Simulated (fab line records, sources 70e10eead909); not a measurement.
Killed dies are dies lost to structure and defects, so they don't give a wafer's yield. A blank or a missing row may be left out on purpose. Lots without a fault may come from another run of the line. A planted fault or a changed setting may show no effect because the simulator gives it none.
fab line records | flow nand_harc
record lots=5 wafers=15 last_day=32
route steps=1302 shown P_GATE@170
lots that met no fault: from a run of the same line without faults
start_h: hours from the record's first day to the start of the lot's first wafer shown | wait_h: hours since the lot's step before | " the same as in the row above | L1.1+2: a row that stands for several wafers | - no value, or no start given | * or withheld: withheld | < > ~ a bound
route shown NAME@n: a module of which the file shows steps, and the number in the route of the first | usual: mean/standard deviation of fault-free wafers | same: alike in all rows | chamber/n: place in a boat | sites: the reading at each site | _std_site: their standard deviation | _edge_site: outer sites' mean less inner sites' | radius_mm: how far each site lies from the wafer's centre | mask NAME#n: copy n | behind: the tool/chamber that last shaped the wafer | hold: why the lot was held/for how many hours/how that ended | device: the transistor (n, p or np) that didn't switch | end of line: the same wafers' tests at the end of the route | a step without rows: its recipe alone | killed: dies lost to structure and defects at the first sort, not the wafer's yield | map: a wafer's dies, x killed, . not, _ none there
set.NAME: the setting as run; set.NAME@STEP: as run at that earlier step | model.NAME: the simulator's own value behind a step, which no gauge read
lots at some steps of the route; a table a step, a row a wafer
services: from which hour (start_h, from the record's first day; less than 0 if before it) a tool's chamber was out of use, for how many hours, and why
## steps
# step NHARC_P_GATE_CD_MEAS_46
# recipe target_cd_nm=720 landing_energy_ev=500
# usual cd_nm=719.8/1.2
# columns lot.wafer tool chamber start_h wait_h cd_nm
L562.2 cd_sem-01 0 146.27 - 717.8
L562.3 " 0 " " 715.7
L562.6 " 0 " " 717.5
L568.1 cd_sem-03 0 210.29 - 719.7
L568.3 " 0 " " 720.4
L568.5 " 0 " " 721.3
L570.1 cd_sem-03 0 233.39 - 721.2
L570.4 " 0 " " 720.6
L570.6 " 0 " " 719.8
L576.2 cd_sem-02 0 288.17 - 719.2
L576.3 " 0 " " 720.0
L576.4 " 0 " " 720.5
L578.1 cd_sem-02 0 313.98 - 719.6
L578.2 " 0 " " 720.1
L578.6 " 0 " " 721.1
# step NHARC_P_GATE_HARDBAKE_47
# recipe temp_c=125 time_s=80
# step NHARC_P_GATE_DESCUM_48
# recipe time_s=3 o2_flow_sccm=200 ar_flow_sccm=0 bias_power_w=0 chemistry=O2
# usual chamber_pressure_mTorr=60.00/0.06 drypump_motor_current_A=5.8/0.44 oes_product_au=1.001/0.0065 rf_vpp_V=57.9/0.84 showerhead_plenum_p_Torr=1.91/0.074 throttle_valve_pct=11.311/0.0092
# columns lot.wafer tool chamber start_h wait_h chamber_pressure_mTorr drypump_motor_current_A oes_product_au rf_hours_counter_h rf_vpp_V showerhead_plenum_p_Torr throttle_valve_pct
L562.3 rie_diel-10 2 146.43 - 59.96 6.4 0.990 3 57.1 1.83 11.313
L562.2 " 1 " " 59.89 6.3 0.986 3 58.9 1.95 11.326
L562.6 " 2 " " 59.98 6.4 0.993 - 56.8 1.83 11.297
L568.3 rie_diel-09 3 210.47 - 60.04 5.5 1.007 3 59.0 1.98 11.320
L568.1 " 1 " " 59.97 5.7 0.997 2 57.4 1.94 11.321
L568.5 " 2 " " 59.97 5.2 1.001 - 57.9 1.83 11.298
L570.1 rie_diel-09 2 233.57 - 59.95 5.2 0.999 4 56.6 1.83 11.318
L570.4 " 3 " " 60.00 5.6 1.007 4 59.2 1.98 11.286
L570.6 " 1 " " 59.94 5.7 1.015 - 60.0 1.94 11.305
L576.3 rie_diel-13 3 288.34 - 60.05 5.1 1.010 8 58.2 1.84 11.316
L576.4 " 0 " " 60.14 5.9 1.009 8 58.6 1.91 11.319
L576.2 " 1 " " 60.09 5.8 1.002 8 57.6 2.01 11.306
L578.1 rie_diel-09 2 314.15 - 60.04 5.2 0.999 8 57.0 1.83 11.328
L578.2 " 0 " " 60.04 6.0 1.006 6 58.1 1.80 11.322
L578.6 " 1 " " 60.00 5.8 1.002 - 57.7 1.94 11.299
# step NHARC_P_GATE_IMPLANT_49
# recipe energy_kev=30 dose_cm2=3e+15 tilt_deg=7
# step NHARC_P_GATE_STRIP_111
# recipe power_w=1500 temp_c=110 time_s=250 chemistry=N2/H2
# usual drypump_motor_current_A=5.5/0.37 heater_power_w=89/14 rf_refl_power_W=25/8.4
# columns lot.wafer tool chamber start_h wait_h drypump_motor_current_A heater_power_w rf_hours_counter_h rf_refl_power_W
L562.2 plasma_asher-02 1 146.83 0.2 6.1 87 24 14
L562.3 " 1 " " 6.0 87 - 14
L562.6 " 0 " " 5.3 109 - 36
L568.1 plasma_asher-01 1 210.82 0.2 5.6 77 5 22
L568.3 " 1 " " 5.7 78 - 24
L568.5 " 0 " " 5.1 77 - 24
L570.1 plasma_asher-02 0 233.92 0.2 5.2 107 44 37
L570.4 " 1 " " 6.1 87 - 14
L570.6 " 0 " " 5.2 109 - 36
L576.2 plasma_asher-02 1 288.74 0.2 6.0 87 9 15
L576.3 " 0 " " 5.2 118 - 37
L576.4 " 1 " " 6.0 87 - 15
L578.1 plasma_asher-01 0 314.50 0.2 5.1 81 24 24
L578.2 " 1 " " 5.6 78 24 23
L578.6 " 1 " " 5.6 77 - 23
# step NHARC_P_GATE_STRIP_75
# recipe power_w=1500 temp_c=250 chemistry=O2
# usual drypump_motor_current_A=5.5/0.37 heater_power_w=333/54 rf_refl_power_W=24/8.4
# columns lot.wafer tool chamber start_h wait_h drypump_motor_current_A heater_power_w rf_hours_counter_h rf_refl_power_W
L562.2 plasma_asher-02 1 147.13 0.2 6.0 328 24 15
L562.3 " 1 " " 6.0 324 - 14
L562.6 " 0 " " 5.2 407 - 37
L568.1 plasma_asher-01 1 211.12 0.3 5.7 292 5 22
L568.3 " 1 " " 5.7 287 - 21
L568.5 " 0 " " 5.1 295 - 24
L570.1 plasma_asher-02 0 234.22 0.2 5.2 408 44 37
L570.4 " 1 " " 6.0 318 - 15
L570.6 " 0 " " 5.2 405 - 38
L576.2 plasma_asher-02 1 289.01 0.2 6.0 328 9 15
L576.3 " 0 " " 5.2 432 - 37
L576.4 " 1 " " 6.1 325 - 15
L578.1 plasma_asher-01 0 314.80 0.3 5.1 294 24 24
L578.2 " 1 " " 5.6 287 24 22
L578.6 " 1 " " 5.6 293 - 21
# step NHARC_P_GATE_STRIP_50
# recipe time_s=900 temp_c=130 chemistry=SPM
# step NHARC_P_GATE_DEHYDRATE_51
# recipe temp_c=150 time_s=120
# step NHARC_P_GATE_HMDS_52
# recipe time_s=30
# step NHARC_P_GATE_COAT_53
# recipe spin_rpm=3000
# step NHARC_P_GATE_SOFTBAKE_54
# recipe temp_c=122 time_s=95
# step NHARC_P_GATE_EBR_55
# step NHARC_P_GATE_EXPOSE_56
# recipe na=0.6 target_cd_nm=720 dose_mj=14.81 mask_id=P_PSD
# usual focus_offset_nm=0.0/0.52
# columns lot.wafer tool chamber start_h wait_h mask focus_offset_nm
L562.2 krf_scanner-02 0 147.78 - P_PSD#0 1.3
L562.3 " 0 " " P_PSD#0 0.4
L562.6 " 0 " " P_PSD#0 1.5
L568.1 krf_scanner-03 0 211.89 - P_NSD#0 0.6
L568.3 " 0 " " P_NSD#0 0.6
L568.5 " 0 " " P_NSD#0 0.7
L570.1 krf_scanner-02 0 234.98 - P_PSD#0 0.2
L570.4 " 0 " " P_PSD#0 0.1
L570.6 " 0 " " P_PSD#0 1.4
L576.2 krf_scanner-03 0 289.77 - P_PSD#0 -0.4
L576.3 " 0 " " P_PSD#0 -0.8
L576.4 " 0 " " P_PSD#0 -0.8
L578.1 krf_scanner-03 0 315.45 - P_PSD#0 -0.4
L578.2 " 0 " " P_PSD#0 0.9
L578.6 " 0 " " P_PSD#0 0.2
# step NHARC_P_GATE_PEB_57
# recipe peb_temp_c=118 peb_time_s=85
# step NHARC_P_GATE_DEVELOP_58
# recipe time_s=70
# step NHARC_P_GATE_CD_MEAS_59
# recipe target_cd_nm=720 landing_energy_ev=500
# usual cd_nm=719.4/1.5
# columns lot.wafer tool chamber start_h wait_h cd_nm
L562.2 cd_sem-03 0 147.94 - 718.7
L562.3 " 0 " " 720.8
L562.6 " 0 " " 722.2
L568.1 cd_sem-01 0 212.05 - -
L568.3 " 0 " " -
L568.5 " 0 " " -
L570.1 cd_sem-03 0 235.14 - 717.4
L570.4 " 0 " " 719.0
L570.6 " 0 " " 719.2
L576.2 cd_sem-01 0 289.92 - 720.0
L576.3 " 0 " " 719.1
L576.4 " 0 " " 718.9
L578.1 cd_sem-03 0 315.60 - 719.8
L578.2 " 0 " " 718.5
L578.6 " 0 " " 719.0
# step NHARC_P_GATE_HARDBAKE_60
# recipe temp_c=125 time_s=80
## services
# columns tool chamber start_h hours kind
krf_scanner-03 - 129.02 0.5 repair
rie_diel-09 1 129.27 5.9 repair
rie_diel-10 3 140.09 128.0 repair
rie_diel-13 2 142.30 4.0 repair
rie_diel-09 - 143.75 9.0 pm
krf_scanner-03 - 147.03 11.7 repair
rie_diel-09 1 161.73 2.2 repair
rie_diel-13 - 165.04 9.0 pm
plasma_asher-01 - 170.55 9.0 pm
plasma_asher-01 0 170.55 9.0 vent_cycle
rie_diel-10 1 196.41 7.7 repair
krf_scanner-03 - 213.61 2.0 repair
krf_scanner-03 - 224.00 4.0 pm
rie_diel-09 0 234.83 13.7 repair
rie_diel-10 - 243.62 9.0 pm
plasma_asher-02 - 249.23 9.0 pm
plasma_asher-02 0 249.23 9.0 vent_cycle
plasma_asher-02 1 249.23 9.0 vent_cycle
plasma_asher-02 0 258.23 - clean
plasma_asher-02 1 258.23 - clean
krf_scanner-02 - 266.00 4.0 pm
plasma_asher-01 - 281.59 2.3 repair
rie_diel-09 2 289.02 3.7 repair
rie_diel-09 1 289.32 8.3 repair
## key
first_sign step=NHARC_P_GATE_EXPOSE_56 reading=mask direction=changed
effect step=NHARC_P_GATE_CD_MEAS_59 reading=cd_nm direction=missing
met_at NHARC_P_GATE_EXPOSE_56
struck_wafers L568.1,L568.3,L568.5
later_rows_left_out L568.1,L568.3,L568.5
sort_left_out L568.1,L568.3,L568.5
tester_left_out L568
fault kind=wrong_mask tool=any chamber=- onset_h=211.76 steps=NHARC_P_GATE_EXPOSE_56 aux_copy=P_NSD#0 scope=struck_lots_only
# tester_left_out: of these lots the tester's yield and bins aren't shown, on N5 and GAA mostly nor the transistor test; their killed dies are dies lost to structure and defects alone, not to doping, threshold or leakage, so they don't give the yield
# sort_left_out: the simulated sort isn't trusted on such a fault, so these wafers' sort isn't shown, and their yield isn't known
# later_rows_left_out: the simulator's readings of these wafers behind a module that went badly wrong aren't trusted and aren't shown, but for the sort
